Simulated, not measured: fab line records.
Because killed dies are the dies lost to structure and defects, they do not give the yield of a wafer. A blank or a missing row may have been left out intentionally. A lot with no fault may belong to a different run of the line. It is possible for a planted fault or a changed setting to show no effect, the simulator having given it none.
A lot that was struck, set against a sound lot | flow n5-finfet | 14 out of 1938 route steps
Sound: these wafers, L546.2, L546.4, L546.5. Struck: wafer L552.2. (L552.4 of the same lot was not struck and is left out.) The cause comes at the end.
Order at every step that has rows: each side's tool, ch and its chambers, its first start. Under that, the readings that differ: sound wafers | struck wafers | difference of the means | sigmas: that difference in standard deviations of wafers without a fault.
alike: words and numbers the same on both sides, and readings whose means are apart by under 2 such deviations; not compared: readings that were withheld, readings missing a value for some wafer, numbers with overlapping values and no deviation given by the record, and bounds like >300 which may hide the same value.
Wherever a step has rows on one side only, a row that says differs or no value, or a row with sigmas, the two part there. Numbers that don't overlap but have no deviation are shown without sigmas and don't part them. A reading missing from all wafers of one side parts the sides only when that side holds two or more wafers.

N5_BEOL_M7_OVL_MEAS_29:
  sound on overlay-02 ch 0, day 9 02:08; struck on overlay-02 ch 0, day 10 10:35
  alike: V6_OVL
N5_BEOL_M7_INSPECT_30: inspects for defects (brightfield).
  sound on defect-inspect-01, day 9 02:11; struck on defect-inspect-01, day 10 10:38
  alike: raw-defect-count
N5_BEOL_M7_DESCUM_33: chemistry O2, time 7 s.
  sound on rie-diel-02 ch 2,3, day 9 02:13; struck on rie-diel-04 ch 3, day 10 10:40
  reading                     | sound       | struck | difference | sigmas
  drypump-motor-current-A (A) | 4.9 5.0 5.1 | 5.9    | +0.9       | +2
  alike: oes-product-au, rf-vpp-V, showerhead-plenum-p-Torr, throttle-valve-pct
  not compared: rf-hours-counter-h
then, 5 steps without rows for these wafers: N5_BEOL_M7_ETCH_72 (etches underlayer in N2/H2, target depth 6.5 nm, time 5.2 s); N5_BEOL_M7_ETCH_65 (etches SiARC in CF4, target depth 15.6 nm, time 26 s); N5_BEOL_M7_ETCH_66 (etches SOC in N2/H2, target depth 80 nm, overetch 16 nm, time 120 s); N5_BEOL_M7_STRIP_69 (strips in N2/H2); N5_BEOL_M7_STRIP_73 (strips in N2/H2).
N5_BEOL_M7_VIA_ETCH_34: etches SiCOH lowk in C4F6/O2, target depth 125.5 nm, time 50.5 s.
  sound on rie-diel-02 ch 2,3, day 9 02:23; struck on rie-diel-04 ch 3, day 10 10:51
  reading                     | sound       | struck | difference | sigmas
  drypump-motor-current-A (A) | 5.0 4.9 5.1 | 5.9    | +0.9       | +2
  alike: oes-product-au, rf-vpp-V, showerhead-plenum-p-Torr, throttle-valve-pct
  not compared: rf-hours-counter-h
then, 1 step without rows for these wafers: N5_BEOL_M7_STRIP_76 (strips in C4F6/O2).
N5_BEOL_M7_STRIP_36: strips in N2/H2.
  sound on rie-diel-02 ch 2,3, day 9 02:26; struck on rie-diel-04 ch 3, day 10 10:54
  reading      | sound          | struck | difference | sigmas
  rf-vpp-V (V) | 58.5 57.2 57.4 | 61.1   | +3.4       | +2
  alike: drypump-motor-current-A, oes-product-au, showerhead-plenum-p-Torr, throttle-valve-pct
  not compared: rf-hours-counter-h
N5_BEOL_M7_TRENCH_ETCH_37: etches SiCOH lowk in C4F6/O2, target depth 93.478 nm, time 31.2 s.
  sound: rie-diel-02 ch 2,3; struck: rie-diel-04 ch 3
  alike: drypump-motor-current-A, oes-product-au, rf-vpp-V, showerhead-plenum-p-Torr, throttle-valve-pct
  not compared: rf-hours-counter-h
N5_BEOL_M7_ETCH_41: etches SiCN in CH3F/O2, target depth 31.9 nm, time 57.8 s.
  sound on rie-diel-02 ch 2,3, day 9 02:31; struck on rie-diel-04 ch 3, day 10 10:59
  reading                  | sound            | struck | difference | sigmas
  oes-product-au (a.u.)    | 0.86 0.86 0.70   | 0.56   | -0.25      | -2
  model.etch.depth-nm (nm) | 21.8 21.85 21.37 | 15.2   | -6.5       |
  alike: drypump-motor-current-A, rf-vpp-V, showerhead-plenum-p-Torr, throttle-valve-pct
  not compared: rf-hours-counter-h
N5_BEOL_M7_STRIP_80: strips in N2/H2, time 10 s.
  sound: rie-diel-02 ch 2,3; struck: rie-diel-04 ch 3
  alike: drypump-motor-current-A, oes-product-au, rf-vpp-V, showerhead-plenum-p-Torr, throttle-valve-pct
  not compared: rf-hours-counter-h

WHERE THEY PART
First at N5_BEOL_M7_DESCUM_33; last, within this record, at N5_BEOL_M7_ETCH_41. Later steps at which nothing parts them and some readings are alike: N5_BEOL_M7_STRIP_80.

WHY: the cause the simulator had injected
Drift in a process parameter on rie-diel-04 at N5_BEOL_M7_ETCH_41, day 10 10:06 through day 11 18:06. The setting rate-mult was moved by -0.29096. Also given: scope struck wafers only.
